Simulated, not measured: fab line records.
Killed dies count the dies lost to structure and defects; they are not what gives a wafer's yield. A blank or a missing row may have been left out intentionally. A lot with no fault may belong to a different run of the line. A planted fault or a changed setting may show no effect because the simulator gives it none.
Split-lot trial || flow n5Finfet || 21 wafers read across 7 lots, on a route 1938 steps long

== THE SPLIT ==
At N5_BEOL_M14_COAT_22 (resist thk 300 nm), the setting spinRpm was moved away from the recipe's 2888 rpm on 9 of the 21 wafers read, by -11.1% to +7.4%. The other wafers ran this setting at the recipe's value.

The reading comes from the split's own step.

== THE READING ==
coat_of_BEOL_M14_COAT_22.thkNm (the simulator's own value, which no gauge read), in nm, at N5_BEOL_M14_COAT_22 (resist thk 300 nm). The file gives no usual value for it. Average 300.6 nm, standard deviation 1.2 nm, over the 12 wafers here run with the recipe.

{"wafer": "L077.1", "tool, chamber at the split": "lithoTrack-03, 0", "spinRpm as run, rpm": 2888, "against the recipe": "recipe", "coat_of_BEOL_M14_COAT_22.thkNm, nm": 301.6, "against lot-mates on the recipe": "-"}
{"wafer": "L077.6", "tool, chamber at the split": "lithoTrack-03, 0", "spinRpm as run, rpm": 2888, "against the recipe": "recipe", "coat_of_BEOL_M14_COAT_22.thkNm, nm": 301.6, "against lot-mates on the recipe": "-"}
{"wafer": "L077.2", "tool, chamber at the split": "lithoTrack-03, 0", "spinRpm as run, rpm": 2568, "against the recipe": "-11.1%", "coat_of_BEOL_M14_COAT_22.thkNm, nm": 319, "against lot-mates on the recipe": "+17.4"}
{"wafer": "L078.1", "tool, chamber at the split": "lithoTrack-05, 0", "spinRpm as run, rpm": 2619, "against the recipe": "-9.3%", "coat_of_BEOL_M14_COAT_22.thkNm, nm": 315.4, "against lot-mates on the recipe": "+14.4"}
{"wafer": "L078.2", "tool, chamber at the split": "lithoTrack-05, 0", "spinRpm as run, rpm": 2619, "against the recipe": "-9.3%", "coat_of_BEOL_M14_COAT_22.thkNm, nm": 315.8, "against lot-mates on the recipe": "+14.8"}
{"wafer": "L078.5", "tool, chamber at the split": "lithoTrack-05, 0", "spinRpm as run, rpm": 2888, "against the recipe": "recipe", "coat_of_BEOL_M14_COAT_22.thkNm, nm": 301, "against lot-mates on the recipe": "-"}
{"wafer": "L085.1", "tool, chamber at the split": "lithoTrack-05, 0", "spinRpm as run, rpm": 2614, "against the recipe": "-9.5%", "coat_of_BEOL_M14_COAT_22.thkNm, nm": 315, "against lot-mates on the recipe": "+14.8"}
{"wafer": "L085.3", "tool, chamber at the split": "lithoTrack-05, 0", "spinRpm as run, rpm": 2614, "against the recipe": "-9.5%", "coat_of_BEOL_M14_COAT_22.thkNm, nm": 314.8, "against lot-mates on the recipe": "+14.6"}
{"wafer": "L085.6", "tool, chamber at the split": "lithoTrack-05, 0", "spinRpm as run, rpm": 2888, "against the recipe": "recipe", "coat_of_BEOL_M14_COAT_22.thkNm, nm": 300.2, "against lot-mates on the recipe": "-"}
{"wafer": "L086.1", "tool, chamber at the split": "lithoTrack-04, 0", "spinRpm as run, rpm": 2888, "against the recipe": "recipe", "coat_of_BEOL_M14_COAT_22.thkNm, nm": 302.2, "against lot-mates on the recipe": "-"}
{"wafer": "L086.4", "tool, chamber at the split": "lithoTrack-04, 0", "spinRpm as run, rpm": 2888, "against the recipe": "recipe", "coat_of_BEOL_M14_COAT_22.thkNm, nm": 302.2, "against lot-mates on the recipe": "-"}
{"wafer": "L086.5", "tool, chamber at the split": "lithoTrack-04, 0", "spinRpm as run, rpm": 2888, "against the recipe": "recipe", "coat_of_BEOL_M14_COAT_22.thkNm, nm": 302, "against lot-mates on the recipe": "-"}
{"wafer": "L087.3", "tool, chamber at the split": "lithoTrack-05, 0", "spinRpm as run, rpm": 2888, "against the recipe": "recipe", "coat_of_BEOL_M14_COAT_22.thkNm, nm": 298.8, "against lot-mates on the recipe": "-"}
{"wafer": "L087.5", "tool, chamber at the split": "lithoTrack-05, 0", "spinRpm as run, rpm": 2888, "against the recipe": "recipe", "coat_of_BEOL_M14_COAT_22.thkNm, nm": 299, "against lot-mates on the recipe": "-"}
{"wafer": "L087.6", "tool, chamber at the split": "lithoTrack-05, 0", "spinRpm as run, rpm": 2888, "against the recipe": "recipe", "coat_of_BEOL_M14_COAT_22.thkNm, nm": 299.6, "against lot-mates on the recipe": "-"}
{"wafer": "L092.3", "tool, chamber at the split": "lithoTrack-05, 0", "spinRpm as run, rpm": 3101, "against the recipe": "+7.4%", "coat_of_BEOL_M14_COAT_22.thkNm, nm": 289, "against lot-mates on the recipe": -10.2}
{"wafer": "L092.4", "tool, chamber at the split": "lithoTrack-05, 0", "spinRpm as run, rpm": 2888, "against the recipe": "recipe", "coat_of_BEOL_M14_COAT_22.thkNm, nm": 299.2, "against lot-mates on the recipe": "-"}
{"wafer": "L092.5", "tool, chamber at the split": "lithoTrack-05, 0", "spinRpm as run, rpm": 3101, "against the recipe": "+7.4%", "coat_of_BEOL_M14_COAT_22.thkNm, nm": 288.6, "against lot-mates on the recipe": -10.6}
{"wafer": "L095.3", "tool, chamber at the split": "lithoTrack-04, 0", "spinRpm as run, rpm": 2888, "against the recipe": "recipe", "coat_of_BEOL_M14_COAT_22.thkNm, nm": 300.2, "against lot-mates on the recipe": "-"}
{"wafer": "L095.4", "tool, chamber at the split": "lithoTrack-04, 0", "spinRpm as run, rpm": 3035, "against the recipe": "+5.1%", "coat_of_BEOL_M14_COAT_22.thkNm, nm": 292.8, "against lot-mates on the recipe": -7.4}
{"wafer": "L095.5", "tool, chamber at the split": "lithoTrack-04, 0", "spinRpm as run, rpm": 3035, "against the recipe": "+5.1%", "coat_of_BEOL_M14_COAT_22.thkNm, nm": 292.8, "against lot-mates on the recipe": -7.4}

FIT RESULTS
A straight line over all 21 wafers: coat_of_BEOL_M14_COAT_22.thkNm changes by -1.58 nm for each +1% of spinRpm; r = -0.99; the points scatter about the line by 1 nm.
The same after taking each lot's own level away (the mean of its wafers on the recipe; 21 wafers): -1.52 nm for each +1%; r = -1.00; scatter 0.33 nm.
The reading moves by 17 nm for the largest change in spinRpm, on that fit.
The lots' own levels span 299.13 to 302.13 nm, that is 2.4 times the standard deviation above.
So the lot-to-lot level changes the slope little: the two slopes agree.
Check: +16.9 nm against its lot-mates is what the line predicts for one of the wafers moved furthest among these (-11.1%) when that wafer is left out of the fit. It came out at +17.4 nm against them.

== FURTHER SPLITS ON THESE WAFERS ==
Before the reading, these wafers also passed through other splits. Each is held against what the fit with the lots' levels taken away leaves over:
{"other split on the same wafers": "N5_BEOL_M8_ALD_77 purgeTimeS", "wafers away from the commonest value": 4, "r with coat_of_BEOL_M14_COAT_22.thkNm (lot level and that fit taken away)": -0.08}
{"other split on the same wafers": "N5_BEOL_M11_COAT_59 spinRpm", "wafers away from the commonest value": 12, "r with coat_of_BEOL_M14_COAT_22.thkNm (lot level and that fit taken away)": "+0.04"}
{"other split on the same wafers": "N5_BEOL_M11_COAT_05 spinRpm", "wafers away from the commonest value": 9, "r with coat_of_BEOL_M14_COAT_22.thkNm (lot level and that fit taken away)": -0.10}
{"other split on the same wafers": "N5_BEOL_M13_COAT_04 spinRpm", "wafers away from the commonest value": 6, "r with coat_of_BEOL_M14_COAT_22.thkNm (lot level and that fit taken away)": "+0.07"}

== THE FILE'S OWN FIT ==
coat_of_BEOL_M14_COAT_22.thkNm changes by -1.53 nm for each +1% of spinRpm, r = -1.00.
